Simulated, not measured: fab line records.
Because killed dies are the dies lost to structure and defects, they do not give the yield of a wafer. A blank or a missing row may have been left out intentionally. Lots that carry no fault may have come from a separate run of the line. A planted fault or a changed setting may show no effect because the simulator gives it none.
fab line records -- flow nand_harc
record: lots: 5, wafers: 15, last_day: 30
route steps=1302 shown P_STI@88 P_GATE@110 END@1302
lots that met no fault: taken from a fault-free run of the same line
start_h: the number of hours between the record's first day and the start of the first shown wafer of the lot -- wait_h: how many hours have passed since the lot's step before this one -- " identical to the entry in the row above -- L1.1+2: one row covering several wafers at once -- - no value present, or no start provided -- * or withheld: withheld -- < > ~ a bound
route shown NAME@n: a module of which the file shows steps, and the number in the route of the first -- usual: mean/standard deviation of fault-free wafers -- same: alike in all rows -- chamber/n: place in a boat -- sites: the reading at each site -- _std_site: standard deviation of those values -- _edge_site: inner sites' mean taken away from outer sites' mean -- radius_mm: how far each site lies from the wafer's centre -- mask NAME#n: copy n -- behind: the most recent tool/chamber to have shaped the wafer -- hold: why the lot was held/for how many hours/how that ended -- device: transistor that didn't switch, given as n, p or np -- end of line: at the end of the route, the tests of the same wafers -- a step without rows: its recipe alone -- killed: dies that structure and defects cost at the first sort, which is not the same as the wafer's yield -- map: per-die view of a wafer (x killed, . not killed, _ where there is no die)
set.NAME: setting as actually run; set.NAME@STEP: the setting as run at that earlier step -- model.NAME: the simulator's own value behind a step, which no gauge read
lots seen at some steps along the route; tables by step, rows by wafer
services: when a tool's chamber went out of use (start_h, in hours from the record's first day, below 0 if earlier), for how many hours, and the reason
== steps ==
step: NHARC_P_STI_ETCH_42
recipe: target_depth_a: 800, overetch_a: 240, time_s: 61, ion_energy_ev: 200, n2_flow_sccm: 150, h2_flow_sccm: 150, ar_flow_sccm: 0, rf_w: 400, bias_w: 150, chemistry: N2/H2
usual: drypump_motor_current_A: 5.9/0.43, h2_flow_sccm: 150.0/0.52, oes_product_au: 1.000/0.01, rf_vpp_V: 432.1/2, showerhead_plenum_p_Torr: 2.09/0.071, throttle_valve_pct: 14.171/0.0092
lot.wafer,tool,chamber,start_h,wait_h,drypump_motor_current_A,h2_flow_sccm,oes_product_au,rf_hours_counter_h,rf_vpp_V,showerhead_plenum_p_Torr,throttle_valve_pct
L572.1,rie_diel-06,0,44.72,0.1,6.3,150.0,1.018,3,432.9,2.11,14.150
L572.3,rie_diel-06,2,44.72,0.1,5.2,149.8,1.011,3,433.8,2.12,14.175
L572.6,rie_diel-06,0,44.72,0.1,6.3,150.3,1.017,-,433.2,2.11,14.172
L575.3,rie_diel-10,3,75.51,0.1,5.5,150.2,1.006,0,434.3,2.16,14.173
L575.1,rie_diel-10,1,75.51,0.1,5.9,149.8,0.988,0,426.3,1.90,14.161
L575.5,rie_diel-10,2,75.51,0.1,5.6,148.6,0.998,-,433.0,2.13,14.174
L582.3,rie_diel-06,0,148.03,0.1,6.3,149.3,1.016,0,432.6,2.11,14.163
L582.2,rie_diel-06,1,148.03,0.1,6.2,150.0,0.997,1,432.9,2.12,14.168
L582.1,rie_diel-06,3,148.03,0.1,5.8,150.5,0.991,0,432.5,2.10,14.175
L583.4,rie_diel-10,1,155.70,0.1,5.9,151.0,0.986,6,425.4,1.90,14.167
L583.1,rie_diel-10,3,155.70,0.1,5.4,149.4,0.996,7,432.6,2.15,14.177
L583.6,rie_diel-10,0,155.70,0.1,6.5,150.2,1.006,-,430.0,2.00,14.186
L587.1,rie_diel-10,1,195.80,0.1,5.9,149.2,0.986,10,427.5,1.90,14.188
L587.4,rie_diel-10,2,195.80,0.1,5.6,149.8,0.988,10,432.9,2.12,14.160
L587.5,rie_diel-10,1,195.80,0.1,5.9,150.0,0.992,-,426.0,1.90,14.181
step: NHARC_P_STI_ETCH_31
recipe: target_depth_a: 1089, time_s: 54.5, cf4_flow_sccm: 100, chf3_flow_sccm: 30, ar_flow_sccm: 0, rf_w: 500, bias_w: 200, chemistry: CF4/CHF3
usual: drypump_motor_current_A: 5.8/0.42, oes_product_au: 0.962/0.016, rf_vpp_V: 372.1/1.8, showerhead_plenum_p_Torr: 1.62/0.048, throttle_valve_pct: 16.802/0.0086
lot.wafer,tool,chamber,start_h,wait_h,drypump_motor_current_A,oes_product_au,rf_hours_counter_h,rf_vpp_V,showerhead_plenum_p_Torr,throttle_valve_pct
L572.1,rie_diel-06,1,-,-,6.2,0.940,3,371.6,1.63,16.789
L572.3,rie_diel-06,3,-,-,5.8,0.929,3,373.2,1.62,16.804
L572.6,rie_diel-06,1,-,-,6.2,0.940,-,372.7,1.63,16.798
L575.1,rie_diel-10,2,-,-,5.6,0.966,0,371.9,1.64,16.806
L575.3,rie_diel-10,3,-,-,5.4,0.965,0,373.7,1.66,16.795
L575.5,rie_diel-10,2,-,-,5.6,0.972,-,372.8,1.64,16.818
L582.3,rie_diel-06,1,-,-,6.2,0.980,1,372.3,1.63,16.810
L582.1,rie_diel-06,2,-,-,5.2,0.987,1,372.3,1.63,16.788
L582.2,rie_diel-06,0,-,-,6.3,0.966,0,372.4,1.62,16.807
L583.4,rie_diel-10,3,-,-,5.4,0.962,7,373.3,1.65,16.813
L583.1,rie_diel-10,1,-,-,5.9,0.968,7,366.8,1.47,16.802
L583.6,rie_diel-10,2,-,-,5.6,0.971,-,370.7,1.63,16.800
L587.1,rie_diel-10,2,-,-,5.6,0.955,10,373.9,1.63,16.812
L587.4,rie_diel-10,0,-,-,6.5,0.979,10,371.8,1.54,16.808
L587.5,rie_diel-10,2,-,-,5.6,0.952,-,372.2,1.63,16.807
step: NHARC_P_STI_ETCH_15
recipe: target_depth_a: 3000, taper_deg: 4, time_s: 100.1, hbr_flow_sccm: 150, cl2_flow_sccm: 50, rf_w: 400, icp_w: 400, bias_w: 100, chemistry: HBr/Cl2
usual: drypump_motor_current_A: 5.7/0.51, hbr_flow_sccm: 149.9/0.44, oes_product_au: 1.001/0.0091, throttle_valve_pct: 26.406/0.0084
lot.wafer,tool,chamber,start_h,wait_h,drypump_motor_current_A,hbr_flow_sccm,oes_product_au,rf_hours_counter_h,throttle_valve_pct
L572.3,rie_si-05,3,44.91,-,6.1,150.5,1.002,0.6,26.412
L572.1,rie_si-05,1,44.91,-,6.5,149.4,1.015,0.7,26.405
L572.6,rie_si-05,3,44.91,-,6.2,150.6,1.008,-,26.413
L575.1,rie_si-03,1,75.70,-,5.6,149.5,0.988,0.1,26.406
L575.3,rie_si-03,3,75.70,-,5.6,149.7,0.998,0.1,26.413
L575.5,rie_si-03,3,75.70,-,5.6,150.4,0.991,-,26.409
L582.3,rie_si-02,0,148.22,-,4.8,150.3,1.008,0.3,26.407
L582.2,rie_si-02,1,148.22,-,6.6,150.4,1.007,0.4,26.397
L582.1,rie_si-02,3,148.22,-,5.8,149.7,1.014,0.2,26.402
L583.4,rie_si-03,3,155.92,-,5.6,150.5,1.006,0.9,26.395
L583.1,rie_si-03,0,155.92,-,6.0,150.3,1.001,0.9,26.409
L583.6,rie_si-03,2,155.92,-,5.8,150.0,1.007,-,26.413
L587.1,rie_si-03,3,195.98,-,5.6,150.5,0.997,1.2,26.416
L587.4,rie_si-03,1,195.98,-,5.6,150.2,0.996,1.1,26.416
L587.5,rie_si-03,3,195.98,-,5.6,150.4,0.993,-,26.408
step: NHARC_P_STI_CD_MEAS_16
usual: cd_nm: 199.1/2.3
lot.wafer,tool,chamber,start_h,wait_h,cd_nm
L572.1,cd_sem-03,-,45.07,-,198.2
L572.3,cd_sem-03,-,45.07,-,200.4
L572.6,cd_sem-03,-,45.07,-,202.2
L575.1,cd_sem-02,-,75.89,-,199.9
L575.3,cd_sem-02,-,75.89,-,198.6
L575.5,cd_sem-02,-,75.89,-,195.4
L582.1,cd_sem-03,-,148.38,-,205.1
L582.2,cd_sem-03,-,148.38,-,204.2
L582.3,cd_sem-03,-,148.38,-,202.5
L583.1,cd_sem-03,-,156.05,-,199.1
L583.4,cd_sem-03,-,156.05,-,197.9
L583.6,cd_sem-03,-,156.05,-,196.3
L587.1,cd_sem-02,-,196.14,-,200.3
L587.4,cd_sem-02,-,196.14,-,200.0
L587.5,cd_sem-02,-,196.14,-,197.3
step: NHARC_P_STI_OCD_MEAS_17
usual: trench_depth_nm: 301/4.1, trench_foot_cd_nm: 157.6/2.3
lot.wafer,tool,chamber,start_h,wait_h,trench_depth_nm,trench_foot_cd_nm
L572.1,ocd-01,-,45.16,0.1,306,154.1
L572.3,ocd-01,-,45.16,0.1,305,158.8
L572.6,ocd-01,-,45.16,0.1,303,158.9
L575.1,ocd-01,-,75.98,0.1,294,159.2
L575.3,ocd-01,-,75.98,0.1,301,156.9
L575.5,ocd-01,-,75.98,0.1,298,155.7
L582.1,ocd-02,-,148.47,0.1,306,164.1
L582.2,ocd-02,-,148.47,0.1,302,162.8
L582.3,ocd-02,-,148.47,0.1,301,159.8
L583.1,ocd-01,-,156.14,0.1,303,157.2
L583.4,ocd-01,-,156.14,0.1,299,157.7
L583.6,ocd-01,-,156.14,0.1,305,155.9
L587.1,ocd-01,-,196.23,0.1,297,159.5
L587.4,ocd-01,-,196.23,0.1,296,159.0
L587.5,ocd-01,-,196.23,0.1,298,155.9
step: NHARC_P_STI_STRIP_19
recipe: time_s: 900, temp_c: 130, chemistry: SPM
step: NHARC_P_STI_PRECLEAN_32
recipe: time_s: *, temp_c: 50, bath_age_min: 0, chemistry: SC1
step: NHARC_P_STI_SRD_23
step: NHARC_P_STI_OCD_MEAS_43
usual: trench_depth_nm: 301/4.1, trench_foot_cd_nm: 157.6/2.3
lot.wafer,tool,chamber,start_h,wait_h,trench_depth_nm,trench_foot_cd_nm
L572.1,ocd-02,-,45.67,-,305,154.5
L572.3,ocd-02,-,45.67,-,305,159.1
L572.6,ocd-02,-,45.67,-,303,158.2
L575.1,ocd-02,-,76.49,-,295,159.5
L575.3,ocd-02,-,76.49,-,301,156.4
L575.5,ocd-02,-,76.49,-,299,155.2
L582.1,ocd-01,-,148.98,-,306,163.8
L582.2,ocd-01,-,148.98,-,301,162.1
L582.3,ocd-01,-,148.98,-,302,160.8
L583.1,ocd-02,-,156.65,-,302,157.5
L583.4,ocd-02,-,156.65,-,298,158.6
L583.6,ocd-02,-,156.65,-,305,155.9
L587.1,ocd-02,-,196.74,-,298,159.5
L587.4,ocd-02,-,196.74,-,296,159.6
L587.5,ocd-02,-,196.74,-,298,156.0
step: NHARC_P_STI_OXIDE_33
recipe: target_thk_a: 100, temp_c: 1000, ox_time_s: 281, material: SiO2
step: NHARC_P_STI_HDPCVD_20
recipe: target_thk_a: withheld, sigma_open_frac: withheld, material: SiO2
step: NHARC_P_STI_ANNEAL_34
recipe: temp_c: 1000, time_s: 1800
step: NHARC_P_STI_CMP_21
recipe: t_overpolish_s: 20, target_thk_nm: 380.67
usual: edge_zone_pressure_frac: 1.000/0.005, motor_current_A: 11.4/1, overpolish_run_s: 20.001/0.0095
lot.wafer,tool,chamber,start_h,wait_h,edge_zone_pressure_frac,motor_current_A,overpolish_run_s
L572.3,cmp-04,3,62.87,0.4,0.997,11.7,20.004
L572.1,cmp-04,0,62.87,0.4,1.009,9.9,19.996
L572.6,cmp-04,1,62.87,0.4,1.006,12.7,19.988
L575.1,cmp-04,3,95.16,0.4,1.008,11.6,19.997
L575.3,cmp-04,0,95.16,0.4,0.999,10.5,20.004
L575.5,cmp-04,2,95.16,0.4,1.004,10.2,19.998
L582.3,cmp-01,0,168.71,0.4,1.004,11.9,20.002
L582.1,cmp-01,1,168.71,0.4,1.006,12.0,20.002
L582.2,cmp-01,2,168.71,0.4,1.002,12.3,20.024
L583.1,cmp-04,2,174.93,0.4,0.999,9.8,20.003
L583.4,cmp-04,0,174.93,0.4,1.003,10.0,20.004
L583.6,cmp-04,1,174.93,0.4,1.006,12.7,20.005
L587.1,cmp-01,1,213.91,0.4,1.000,13.1,20.015
L587.4,cmp-01,0,213.91,0.4,1.001,11.0,20.005
L587.5,cmp-01,2,213.91,0.4,1.004,13.3,20.001
step: NHARC_P_STI_SRD_35
step: NHARC_P_STI_ETCH_36
recipe: target_depth_a: 388, chemistry: dHF, material: SiO2
step: NHARC_P_STI_STRIP_24
recipe: temp_c: 160, chemistry: H3PO4, material: Si3N4
step: NHARC_P_STI_ETCH_37
recipe: target_depth_a: 110, chemistry: dHF, material: SiO2
step: NHARC_P_STI_PRECLEAN_38
recipe: time_s: *, temp_c: 50, bath_age_min: 0, chemistry: SC1
step: NHARC_P_STI_SRD_39
step: NHARC_P_STI_OXIDE_40
recipe: target_thk_a: 100, temp_c: 900, ox_time_s: 1362, material: SiO2
step: NHARC_P_STI_INSPECT_25
usual: raw_defect_count: 210/96
lot.wafer,tool,chamber,start_h,wait_h,raw_defect_count
L572.1,defect_inspect-02,-,70.55,0.4,178
L572.3,defect_inspect-02,-,70.55,0.4,300
L572.6,defect_inspect-02,-,70.55,0.4,329
L575.1,defect_inspect-01,-,103.02,0.4,127
L575.3,defect_inspect-01,-,103.02,0.4,119
L575.5,defect_inspect-01,-,103.02,0.4,176
L582.1,defect_inspect-02,-,177.22,0.4,340
L582.2,defect_inspect-02,-,177.22,0.4,320
L582.3,defect_inspect-02,-,177.22,0.4,199
L583.1,defect_inspect-02,-,185.48,0.4,306
L583.4,defect_inspect-02,-,185.48,0.4,658
L583.6,defect_inspect-02,-,185.48,0.4,233
L587.1,defect_inspect-02,-,222.38,0.4,156
L587.4,defect_inspect-02,-,222.38,0.4,284
L587.5,defect_inspect-02,-,222.38,0.4,159
step: NHARC_P_GATE_ETCH_69
recipe: target_depth_a: 140, chemistry: dHF, material: SiO2
step: NHARC_P_GATE_PRECLEAN_70
recipe: time_s: *, temp_c: 50, bath_age_min: 0, chemistry: SC1
step: NHARC_P_GATE_SRD_01
step: NHARC_P_GATE_OXIDE_02
recipe: target_thk_a: 375, temp_c: 950, p_h2o_torr: 720, ox_time_s: 365, material: SiO2
step: NHARC_P_GATE_DEHYDRATE_03
recipe: temp_c: 150, time_s: 120
step: NHARC_P_GATE_HMDS_04
recipe: time_s: 30
step: NHARC_P_GATE_COAT_05
recipe: spin_rpm: 4690
step: NHARC_P_GATE_SOFTBAKE_06
recipe: temp_c: 122, time_s: 95
step: NHARC_P_GATE_EBR_07
step: NHARC_P_GATE_EXPOSE_08
recipe: na: 0.6, dose_mj: 16.75, mask_id: P_HV
step: NHARC_P_GATE_PEB_09
recipe: peb_temp_c: 118, peb_time_s: 85
step: NHARC_P_GATE_DEVELOP_10
recipe: time_s: 70
step: NHARC_P_GATE_CD_MEAS_11
recipe: target_cd_nm: 1640, landing_energy_ev: 500
usual: cd_nm: 1639.8/1.4
lot.wafer,tool,chamber,start_h,wait_h,cd_nm
L572.1,cd_sem-03,0,80.33,-,1639.4
L572.3,cd_sem-03,0,80.33,-,1640.2
L572.6,cd_sem-03,0,80.33,-,1638.8
L575.1,cd_sem-02,0,113.34,-,1638.8
L575.3,cd_sem-02,0,113.34,-,1639.9
L575.5,cd_sem-02,0,113.34,-,1643.1
L582.1,cd_sem-01,0,185.96,-,1637.6
L582.2,cd_sem-01,0,185.96,-,1639.2
L582.3,cd_sem-01,0,185.96,-,1638.6
L583.1,cd_sem-03,0,193.88,-,1640.6
L583.4,cd_sem-03,0,193.88,-,1640.1
L583.6,cd_sem-03,0,193.88,-,1638.7
L587.1,cd_sem-02,0,231.14,-,1640.7
L587.4,cd_sem-02,0,231.14,-,1639.2
L587.5,cd_sem-02,0,231.14,-,1637.7
step: NHARC_P_GATE_HARDBAKE_12
recipe: temp_c: 125, time_s: 80
step: NHARC_P_GATE_DESCUM_13
recipe: time_s: 3, o2_flow_sccm: 200, ar_flow_sccm: 0, bias_power_w: 0, chemistry: O2
usual: drypump_motor_current_A: 5.6/0.34, oes_product_au: 1.005/0.0094, rf_vpp_V: 58.0/0.86, showerhead_plenum_p_Torr: 1.94/0.074, throttle_valve_pct: 11.311/0.0076
lot.wafer,tool,chamber,start_h,wait_h,drypump_motor_current_A,oes_product_au,rf_hours_counter_h,rf_vpp_V,showerhead_plenum_p_Torr,throttle_valve_pct
L572.3,rie_diel-01,1,80.51,-,5.3,1.008,2.3,59.0,1.89,11.310
L572.1,rie_diel-01,2,80.51,-,5.8,1.012,1.4,57.1,2.01,11.297
L572.6,rie_diel-01,3,80.51,-,5.6,1.011,-,57.3,1.90,11.307
L575.3,rie_diel-01,2,113.50,-,5.9,1.007,2.6,59.9,2.01,11.320
L575.1,rie_diel-01,0,113.50,-,5.0,0.992,3.4,57.2,1.97,11.301
L575.5,rie_diel-01,3,113.50,-,5.6,0.995,-,57.1,1.90,11.308
L582.3,rie_diel-01,3,186.12,-,5.6,1.002,7.5,58.1,1.90,11.310
L582.1,rie_diel-01,1,186.12,-,5.3,1.002,7.1,57.6,1.89,11.316
L582.2,rie_diel-01,2,186.12,-,5.8,1.021,6.2,58.7,2.01,11.305
L583.1,rie_diel-01,3,194.05,-,5.6,1.000,7.8,58.7,1.90,11.310
L583.4,rie_diel-01,1,194.05,-,5.3,1.003,7.5,57.8,1.89,11.300
L583.6,rie_diel-01,2,194.05,-,5.8,1.012,-,58.2,2.01,11.313
L587.1,rie_diel-03,3,231.30,-,5.7,1.011,7.3,58.4,1.89,11.310
L587.4,rie_diel-03,0,231.30,-,5.5,0.998,4.5,59.1,1.85,11.314
L587.5,rie_diel-03,0,231.30,-,5.5,1.001,-,57.8,1.85,11.316
step: NHARC_P_GATE_ETCH_14
recipe: target_depth_a: 488, chemistry: dHF, material: SiO2
step: NHARC_P_GATE_STRIP_15
recipe: time_s: 780, temp_c: 130, chemistry: SPM
step: NHARC_P_GATE_PRECLEAN_71
recipe: time_s: *, temp_c: 50, bath_age_min: 0, chemistry: SC1
step: NHARC_P_GATE_SRD_72
step: NHARC_P_GATE_OXIDE_16
recipe: target_thk_a: 30, temp_c: 875, ox_time_s: 392, material: SiO2
step: NHARC_P_GATE_INSPECT_28
usual: raw_defect_count: 6/3.3
lot.wafer,tool,chamber,start_h,wait_h,raw_defect_count
L572.1,defect_inspect-02,-,94.79,0.0,6
L572.3,defect_inspect-02,-,94.79,0.0,9
L572.6,defect_inspect-02,-,94.79,0.0,2
L575.1,defect_inspect-01,-,127.41,0.0,9
L575.3,defect_inspect-01,-,127.41,0.0,11
L575.5,defect_inspect-01,-,127.41,0.0,15
L582.1,defect_inspect-01,-,203.79,0.0,11
L582.2,defect_inspect-01,-,203.79,0.0,6
L582.3,defect_inspect-01,-,203.79,0.0,7
L583.1,defect_inspect-01,-,207.88,0.0,3
L583.4,defect_inspect-01,-,207.88,0.0,431
L583.6,defect_inspect-01,-,207.88,0.0,5
L587.1,defect_inspect-02,-,248.14,0.0,5
L587.4,defect_inspect-02,-,248.14,0.0,5
L587.5,defect_inspect-02,-,248.14,0.0,1
step: NHARC_P_GATE_INSPECT_68
usual: raw_defect_count: 195/93
lot.wafer,tool,chamber,start_h,wait_h,raw_defect_count
L572.1,defect_inspect-02,-,112.97,0.2,191
L572.3,defect_inspect-02,-,112.97,0.2,328
L572.6,defect_inspect-02,-,112.97,0.2,292
L575.1,defect_inspect-01,-,145.54,0.2,139
L575.3,defect_inspect-01,-,145.54,0.2,127
L575.5,defect_inspect-01,-,145.54,0.2,173
L583.1,defect_inspect-01,-,226.25,0.2,263
L583.4,defect_inspect-01,-,226.25,0.2,587
L583.6,defect_inspect-01,-,226.25,0.2,217
L582.1,defect_inspect-01,-,228.63,0.2,325
L582.2,defect_inspect-01,-,228.63,0.2,294
L582.3,defect_inspect-01,-,228.63,0.2,174
L587.1,defect_inspect-01,-,266.64,0.2,132
L587.4,defect_inspect-01,-,266.64,0.2,317
L587.5,defect_inspect-01,-,266.64,0.2,159
step: NHARC_END_SORT_01
recipe: temp_c: 25
usual: killed_at_array: 52/17, killed_at_other: 0.9/1.2, killed_at_periphery: 3.9/2.7, killed_dies: 57/16, killed_open: 3.3/1.9, killed_short: 2.5/1.5
same: gross_dies: 677
lot.wafer,tool,chamber,start_h,wait_h,killed_at_array,killed_at_other,killed_at_periphery,killed_dies,killed_open,killed_short
L572.1,prober-01,0,565.72,2.5,73,0,1,74,4,4
L572.3,prober-01,0,567.32,3.1,59,0,2,61,4,4
L572.6,prober-01,0,569.71,4.0,69,2,1,72,6,4
L575.1,prober-02,0,585.19,2.5,60,1,8,69,3,0
L575.3,prober-02,0,586.78,3.1,68,1,6,75,2,4
L575.5,prober-02,0,588.37,3.7,69,5,7,81,2,2
L583.1,prober-01,0,669.75,2.5,73,0,5,78,3,5
L583.4,prober-01,0,672.13,3.4,41,0,298,339,2,5
L583.6,prober-01,0,673.72,4.0,60,0,3,63,0,2
L582.1,prober-02,0,669.80,2.5,39,1,7,47,3,1
L582.2,prober-02,0,670.59,2.8,29,1,8,38,1,0
L582.3,prober-02,0,671.38,3.1,36,0,4,40,5,2
L587.1,prober-02,0,720.82,2.5,37,0,4,41,1,2
L587.4,prober-02,0,723.25,3.5,36,1,4,41,7,6
L587.5,prober-02,0,724.06,3.8,43,0,5,48,3,5
killed by level:class
L572.1 A_CHANNEL_HOLE_D1:chamber_film_flake=31 A_SLIT:chamber_film_flake=11 A_CHANNEL_HOLE_D2:chamber_film_flake=8 A_CONTACT:chamber_film_flake=8 A_STAIRCASE:chamber_film_flake=5 A_ONON_D2:geometric_particle:short=2 A_SOURCE_PLATE:geometric_particle:short=1 A_ONON_D1:geometric_particle:open=1
L572.3 A_CHANNEL_HOLE_D1:chamber_film_flake=33 A_SLIT:chamber_film_flake=8 A_STAIRCASE:chamber_film_flake=7 A_CHANNEL_FILL_D1:geometric_particle:open=2 P_STI:geometric_particle:open=1 P_STI:chamber_film_flake=1 A_CHANNEL_HOLE_D1:geometric_particle:short=1 A_CHANNEL_FILL_D1:geometric_particle:short=1
L572.6 A_CHANNEL_HOLE_D1:chamber_film_flake=37 A_SLIT:chamber_film_flake=10 A_CONTACT:chamber_film_flake=5 A_STAIRCASE:chamber_film_flake=4 A_CHANNEL_HOLE_D2:chamber_film_flake=3 A_ONON_D2:geometric_particle:short=2 A_SGD_CUT:geometric_particle:open=2 THIN_TSV:chamber_film_flake=2
L575.1 A_CHANNEL_HOLE_D1:chamber_film_flake=34 A_SLIT:chamber_film_flake=18 P_STI:chamber_film_flake=5 A_CHANNEL_HOLE_D2:chamber_film_flake=4 P_GATE:geometric_particle:open=1 P_CONTACT:geometric_particle:open=1 A_CHANNEL_HOLE_D1:geometric_particle:open=1 P_GATE:chamber_film_flake=1
L575.3 A_CHANNEL_HOLE_D1:chamber_film_flake=30 A_SLIT:chamber_film_flake=17 A_CHANNEL_HOLE_D2:chamber_film_flake=7 A_STAIRCASE:chamber_film_flake=6 A_CONTACT:chamber_film_flake=5 A_DECK1_JOINT:geometric_particle:open=2 P_ZERO_WELL:chamber_film_flake=2 P_STI:chamber_film_flake=2
L575.5 A_CHANNEL_HOLE_D1:chamber_film_flake=35 A_SLIT:chamber_film_flake=19 A_CHANNEL_HOLE_D2:chamber_film_flake=8 A_CONTACT:chamber_film_flake=4 A_STAIRCASE:chamber_film_flake=3 THIN_TSV:chamber_film_flake=3 P_STI:chamber_film_flake=2 P_GATE:chamber_film_flake=2
L583.1 A_CHANNEL_HOLE_D1:chamber_film_flake=40 A_CHANNEL_HOLE_D2:chamber_film_flake=21 A_CHANNEL_FILL_D1:geometric_particle:short=3 A_STAIRCASE:chamber_film_flake=3 P_CONTACT:geometric_particle:short=2 A_M1:chamber_film_flake=2 A_CHANNEL_FILL_D2:geometric_particle:open=1 A_WL_FILL:geometric_particle:open=1
L582.1 A_SLIT:chamber_film_flake=27 A_CONTACT:chamber_film_flake=3 A_M1:chamber_film_flake=3 P_STI:chamber_film_flake=2 A_CHANNEL_FILL_D1:chamber_film_flake=2 P_CONTACT:geometric_particle:short=1 P_M0:geometric_particle:open=1 A_ONON_D1:geometric_particle:open=1
L582.2 A_SLIT:chamber_film_flake=11 A_CONTACT:chamber_film_flake=8 A_CHANNEL_HOLE_D1:chamber_film_flake=6 P_GATE:chamber_film_flake=5 A_M1:chamber_film_flake=3 P_ZERO_WELL:chamber_film_flake=2 P_M0:geometric_particle:open=1 A_STAIRCASE:chamber_film_flake=1
L582.3 A_SLIT:chamber_film_flake=13 A_CHANNEL_HOLE_D1:chamber_film_flake=9 A_CHANNEL_FILL_D1:chamber_film_flake=4 A_CONTACT:chamber_film_flake=3 A_CHANNEL_FILL_D2:geometric_particle:open=2 A_ONON_D1:geometric_particle:short=1 A_CHANNEL_FILL_D1:geometric_particle:open=1 A_ONON_D2:geometric_particle:open=1
L583.4 P_STI:unspecified=298 A_CHANNEL_HOLE_D1:chamber_film_flake=22 A_CHANNEL_HOLE_D2:chamber_film_flake=3 A_CHANNEL_FILL_D2:geometric_particle:short=2 A_WL_FILL:geometric_particle:short=2 A_CONTACT:chamber_film_flake=2 A_M1:chamber_film_flake=2 A_WL_FILL:chamber_film_flake=2
L583.6 A_CHANNEL_HOLE_D1:chamber_film_flake=35 A_CHANNEL_HOLE_D2:chamber_film_flake=14 P_ZERO_WELL:chamber_film_flake=2 A_CONTACT:chamber_film_flake=2 A_CHANNEL_FILL_D2:chamber_film_flake=2 A_CHANNEL_FILL_D1:geometric_particle:short=1 A_WL_FILL:geometric_particle:short=1 P_GATE:chamber_film_flake=1
L587.1 A_CHANNEL_HOLE_D1:chamber_film_flake=13 A_SLIT:chamber_film_flake=12 A_STAIRCASE:chamber_film_flake=5 P_BONDPAD:chamber_film_flake=3 A_CONTACT:chamber_film_flake=3 A_CHANNEL_HOLE_D1:geometric_particle:short=1 A_WL_FILL:geometric_particle:short=1 A_WL_FILL:geometric_particle:open=1
L587.4 A_SLIT:chamber_film_flake=15 A_CONTACT:chamber_film_flake=5 A_WL_FILL:geometric_particle:short=2 A_BLC:geometric_particle:open=2 A_ZERO_WELL:chamber_film_flake=2 A_STAIRCASE:chamber_film_flake=2 P_ZERO_WELL:geometric_particle:short=1 P_M0:geometric_particle:open=1
L587.5 A_SLIT:chamber_film_flake=28 P_BONDPAD:chamber_film_flake=4 A_CHANNEL_HOLE_D1:chamber_film_flake=4 P_GATE:geometric_particle:open=1 A_ONON_D1:geometric_particle:short=1 A_CHANNEL_HOLE_D1:geometric_particle:open=1 A_CHANNEL_FILL_D1:geometric_particle:short=1 A_DECK1_JOINT:geometric_particle:short=1
map L583.4 (x killed, . not)
____________.____________
_________xxx.xxx_________
_______...xxxx..xx_______
______x..xxxxx.xxx.______
_____.......x...xxx._____
____xxx.x....xxx..x.x____
____x.x.xxx.x.xx.x..x____
___x.x..x.x..xx..x..x.___
___.x.x..xxxxx.x...xx.___
__.x....x..x.xxx.....x.__
__xxxxx.x.....x......xx__
_.xxxxxx...xxx..x.xx...._
_.....xx.x...xx...xx..x._
_xx....xx.xx.xxx...x...._
_..x.....x.x...x.x.xxxxx_
_.....xx.x.x.xxx...xx.xx_
xxxx.xx.x..x...x..x......
.x...x.....xx..xxxxx.xx.x
.xx.xxx.....x....xxx.x.x.
xx.x..xx.x.xxx.x.xx.xxx..
..xxxxxx.xx..xx.xx.x.xx.x
_....x.....x....x.xx..x._
_.xxxx...x.xxx...xx...x._
_x.x.xxxxx.xxx....x.xxx._
_...x..x..xxx.xx.x.x...x_
_xxxx.xxx.x.....x.xx.x.._
__..x.xxx.x..x..xxxxxx.__
__..x.x..xx.xx.x.x...x.__
___xxx.xxxxxxxxx.xx..x___
___x.......xxxxxx...xx___
____...xx.xx.x.x.x...____
____x.xx...xxxxxxx...____
_____xxx.x..xxxxx.xx_____
______.x..xxx.x.xxx______
_______xx..xxxxx.._______
_________xx..xxx_________
____________.____________
map L572.1 (x killed, . not)
____________.____________
_________......x_________
_______x...x..xxxx_______
______.........xxxx______
_____.........x.x.x._____
____..............xxx____
____..............xx.____
___x.........x........___
___.................x.___
__.....................__
__...x.................__
_........x.............._
_......................._
_x......................_
_..................x...._
_......................._
.x.......x...............
x........................
xxx......................
.......x.....x...........
...x.......x.........x...
_xx....................._
_.........xx............_
_.............x........._
_.......x..............._
_......................._
__..x..................__
__..........x..........__
___.......x..x........___
___..........x........___
____........x...x....____
____x.x.....xxxx.....____
_____...x...x.xxx..._____
______......x.xxx..______
_______.....xxxxx._______
_________..xx..x_________
____________x____________
== services ==
tool,chamber,start_h,hours,kind
rie_si-03,-,22.44,2.0,repair
cmp-04,-,25.42,1.5,repair
rie_diel-01,-,26.81,9.0,pm
rie_si-03,0,29.56,1.2,repair
rie_diel-10,2,38.74,32.6,repair
rie_si-03,-,44.00,9.0,pm
rie_diel-10,3,49.16,2.0,repair
rie_diel-01,2,51.97,2.8,repair
rie_diel-01,0,56.48,5.4,repair
rie_diel-10,-,65.65,9.0,pm
rie_diel-06,2,84.06,2.9,repair
rie_diel-01,0,89.40,4.2,repair
rie_diel-10,1,101.33,2.2,repair
cmp-04,-,111.25,4.0,pm
rie_diel-10,0,116.01,4.0,repair
rie_diel-01,3,124.37,6.5,repair
rie_diel-06,0,124.73,10.0,repair
rie_diel-06,-,130.20,9.0,pm
rie_diel-01,0,131.77,10.1,repair
rie_diel-01,-,138.17,1.8,repair
rie_diel-10,-,171.78,0.4,repair
rie_diel-01,-,183.56,0.4,repair
rie_diel-01,-,203.81,9.0,pm
rie_diel-06,-,210.26,0.9,repair
== key ==
first_sign: step: NHARC_P_STI_INSPECT_25, reading: raw_defect_count, direction: up, sigmas: 4.7, usual: 210, struck: 658
effect: step: NHARC_P_GATE_INSPECT_28, reading: raw_defect_count, direction: up, sigmas: 99+, usual: 6, struck: 431
effect: step: NHARC_P_GATE_INSPECT_68, reading: raw_defect_count, direction: up, sigmas: 4.2, usual: 195, struck: 587
effect: step: NHARC_END_SORT_01, reading: killed_at_periphery, direction: up, sigmas: 99+, usual: 3.9, struck: 298
more_kills_born_at: NHARC_P_STI_CMP_21@cmp-04: 298
met_at NHARC_P_STI_CMP_21
struck_wafers L583.4
tester_left_out L583
onset_between 95.16 174.93
fault: kind: chamber_particle_source, tool: cmp-04, chamber: 0, onset_h: 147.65, steps: NHARC_P_STI_CMP_21, rate_per_visit_cm2: 0.67077, end_h: 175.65
tester_left_out: of these lots the tester's yield and bins aren't shown, on N5 and GAA mostly nor the transistor test; their killed dies are dies lost to structure and defects alone, not to doping, threshold or leakage, so they don't give the yield
